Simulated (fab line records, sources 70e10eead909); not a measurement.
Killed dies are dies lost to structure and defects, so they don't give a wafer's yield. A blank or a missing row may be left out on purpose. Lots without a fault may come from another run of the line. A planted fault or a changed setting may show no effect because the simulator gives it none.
Which tool did it? | flow nand_harc | 12 lots, 36 wafers sampled, at 4 steps of a route of 1302

WHAT THE GAUGES READ, wafer by wafer
The record holds no reading of a measuring or inspecting step that can be judged against a usual standard deviation.

WHICH TOOL RAN EACH LOT (tool, then ch and the chambers of the sampled wafers, then the start)
lot  | NHARC_A_STAIRCASE_DESCUM_11        | NHARC_A_STAIRCASE_ETCH_13                     | NHARC_A_STAIRCASE_EXPOSE_181      | NHARC_A_STAIRCASE_ETCH_190
L180 | rie_diel-09 ch 0,1,3, day 15 23:06 | rie_diel-09 ch 0,1,3, day 16 02:16 or earlier | krf_scanner-04 ch 0, day 16 02:16 | rie_diel-09 ch 1,3, no start
L181 | rie_diel-01 ch 0,1,2, day 16 12:40 | rie_diel-01 ch 0,1,3, day 16 15:58 or earlier | krf_scanner-01 ch 0, day 16 15:58 | rie_diel-09 ch 0,2, no start
L182 | rie_diel-04 ch 0,2,3, day 16 12:49 | rie_diel-04 ch 0,2,3, day 16 16:09 or earlier | krf_scanner-02 ch 0, day 16 16:09 | rie_diel-04 ch 0,2,3, no start
L184 | rie_diel-04 ch 0,1, day 17 23:20   | rie_diel-04 ch 0,1, day 18 02:31 or earlier   | krf_scanner-02 ch 0, day 18 02:31 | rie_diel-01 ch 1,2, no start
L185 | rie_diel-09 ch 0,1,3, day 18 07:31 | rie_diel-09 ch 1,2,3, day 18 11:02 or earlier | krf_scanner-04 ch 0, day 18 11:02 | rie_diel-09 ch 0,2,3, no start
L191 | rie_diel-04 ch 0,2, day 20 10:37   | rie_diel-04 ch 1,2, day 20 14:18 or earlier   | krf_scanner-04 ch 0, day 20 14:18 | rie_diel-01 ch 1,2,3, no start
L194 | rie_diel-04 ch 0,1,2, day 22 02:28 | rie_diel-04 ch 0,1,3, day 22 05:58 or earlier | krf_scanner-04 ch 0, day 22 05:58 | rie_diel-01 ch 0,2,3, no start
L196 | rie_diel-01 ch 0,1,3, day 22 17:20 | rie_diel-01 ch 0,1,2, day 22 20:35 or earlier | krf_scanner-01 ch 0, day 22 20:35 | rie_diel-04 ch 0,3, no start
L198 | rie_diel-04 ch 0,1,3, day 23 00:08 | rie_diel-04 ch 1,3, day 23 03:29 or earlier   | krf_scanner-01 ch 0, day 23 03:29 | rie_diel-01 ch 0,2,3, day 23 06:04
L202 | rie_diel-01 ch 0,1,2, day 24 23:01 | rie_diel-01 ch 0,2,3, day 25 02:20 or earlier | krf_scanner-02 ch 0, day 25 02:20 | rie_diel-01 ch 0,1,3, no start
L201 | rie_diel-09 ch 2,3, day 25 07:46   | rie_diel-09 ch 1,3, day 25 11:10 or earlier   | krf_scanner-01 ch 0, day 25 11:10 | rie_diel-09 ch 0,2,3, no start
L203 | rie_diel-09 ch 2,3, day 26 03:40   | rie_diel-09 ch 1,2,3, day 26 08:55 or earlier | krf_scanner-02 ch 0, day 26 08:55 | rie_diel-01 ch 0,1,2, no start
- NHARC_A_STAIRCASE_DESCUM_11: chemistry O2, time 3 s.
- NHARC_A_STAIRCASE_ETCH_13: etches the open film in C4F8/O2, target depth 100 nm, time 40.5 s.
- NHARC_A_STAIRCASE_EXPOSE_181: exposes mask STAIR 2.
- NHARC_A_STAIRCASE_ETCH_190: etches the open film in C4F8/O2, target depth 100 nm, time 40.5 s.

WHAT THE TOOLS THEMSELVES READ (means of the sampled wafers that have a number; where no wafer has one, the mark that the record gives instead)
NHARC_A_STAIRCASE_DESCUM_11.
lot  | tool        | drypump_motor_current_A (A) | oes_product_au (a.u.) | rf_vpp_V (V) | showerhead_plenum_p_Torr (Torr) | throttle_valve_pct (%)
L180 | rie_diel-09 | 6.2                         | 1.004                 | 58.1         | 1.92                            | 11.304
L181 | rie_diel-01 | 5.6                         | 1.001                 | 58.0         | 2.00                            | 11.303
L182 | rie_diel-04 | 5.7                         | 0.996                 | 58.3         | 1.92                            | 11.311
L184 | rie_diel-04 | 5.2                         | 1.001                 | 57.3         | 1.98                            | 11.303
L185 | rie_diel-09 | 6.2                         | 0.997                 | 58.4         | 1.92                            | 11.306
L191 | rie_diel-04 | 5.3                         | 1.000                 | 59.1         | 1.94                            | 11.314
L194 | rie_diel-04 | 5.4                         | 1.002                 | 58.3         | 1.96                            | 11.312
L196 | rie_diel-01 | 5.4                         | 1.003                 | 57.9         | 1.93                            | 11.319
L198 | rie_diel-04 | 5.6                         | 0.998                 | 57.9         | 1.93                            | 11.313
L202 | rie_diel-01 | 5.7                         | 1.004                 | 58.3         | 1.98                            | 11.309
L201 | rie_diel-09 | 5.7                         | 1.008                 | 58.6         | 1.95                            | 11.312
L203 | rie_diel-09 | 5.7                         | 1.008                 | 58.1         | 1.95                            | 11.304

NHARC_A_STAIRCASE_ETCH_13.
lot  | tool        | oes_product_au (a.u.) | rf_vpp_V (V)
L180 | rie_diel-09 | 0.961                 | 896
L181 | rie_diel-01 | 0.963                 | 898
L182 | rie_diel-04 | 0.948                 | 897
L184 | rie_diel-04 | 0.953                 | 902
L185 | rie_diel-09 | 0.941                 | 899
L191 | rie_diel-04 | 0.929                 | 900
L194 | rie_diel-04 | 0.936                 | 898
L196 | rie_diel-01 | 0.937                 | 900
L198 | rie_diel-04 | 0.942                 | 899
L202 | rie_diel-01 | 0.955                 | 896
L201 | rie_diel-09 | 0.935                 | 899
L203 | rie_diel-09 | 0.950                 | 897

NHARC_A_STAIRCASE_EXPOSE_181.
lot  | tool           | exposure_dose_mJ_cm2
L180 | krf_scanner-04 | 27.894
L181 | krf_scanner-01 | 27.891
L182 | krf_scanner-02 | 27.853
L184 | krf_scanner-02 | 27.864
L185 | krf_scanner-04 | 27.885
L191 | krf_scanner-04 | 27.310
L194 | krf_scanner-04 | 27.323
L196 | krf_scanner-01 | 27.887
L198 | krf_scanner-01 | 27.856
L202 | krf_scanner-02 | 27.876
L201 | krf_scanner-01 | 27.910
L203 | krf_scanner-02 | 27.900

NHARC_A_STAIRCASE_ETCH_190.
lot  | tool        | oes_product_au (a.u.) | rf_vpp_V (V)
L180 | rie_diel-09 | 0.948                 | 900
L181 | rie_diel-09 | 0.962                 | 895
L182 | rie_diel-04 | 0.945                 | 897
L184 | rie_diel-01 | 0.936                 | 899
L185 | rie_diel-09 | 0.947                 | 895
L191 | rie_diel-01 | 0.950                 | 895
L194 | rie_diel-01 | 0.957                 | 897
L196 | rie_diel-04 | 0.948                 | 896
L198 | rie_diel-01 | 0.994                 | 897
L202 | rie_diel-01 | 0.952                 | 897
L201 | rie_diel-09 | 0.957                 | 894
L203 | rie_diel-01 | 0.940                 | 899

THE ANSWER, worked out from the rows above alone
Rule: what is usual is taken from the lots themselves. Put in order of their means at a reading, lots are off if they are a third of the lots or fewer, leave a main group of 4 or more, and stand apart from it by a gap of 3 or more times the standard deviation of the main group's means; of several such gaps the widest counts. A main group whose means are all the same, to the digits that the tables above print for the reading, isn't used. A lot without any number at a reading at which 4 lots or more have one is off too. The other lots that the step has rows for count as sound. The gauges are gone through in route order, then the tools' own readings, and for those a lot's mean is taken as printed above. The first step at which some lot is off is used, and at that step the reading that is off furthest; a lot without a number counts as furthest.
Off: L191, L194, at NHARC_A_STAIRCASE_EXPOSE_181 (exposure_dose_mJ_cm2). The main group: mean 27.882, standard deviation 0.018.
A tool fits if, at that step or a process step before it, it ran every lot that is off, and no sound lot after the first of them. NHARC_A_STAIRCASE_ETCH_13 gives no start for some lots, so the hours and the order of its lots are those of NHARC_A_STAIRCASE_EXPOSE_181. One fits: krf_scanner-04 at NHARC_A_STAIRCASE_EXPOSE_181. Its last sound lot is L185 (day 18 11:02), its first lot that is off L191 (day 20 14:18): a fault that began between those two fits.
The tool's own readings at NHARC_A_STAIRCASE_EXPOSE_181 bear it out: on the lots that are off they differ by more than 5 times the standard deviation of the sound lots' means. exposure_dose_mJ_cm2 reads 27.316 there against 27.882 on the sound lots.

WHAT THE SIMULATOR HAD PUT IN
Process parameter drift: krf_scanner-04, from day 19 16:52 on, at NHARC_A_STAIRCASE_EXPOSE_181. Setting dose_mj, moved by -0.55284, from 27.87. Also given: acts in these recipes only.
Lots struck among those shown: L191, L194. The rule above found the same.
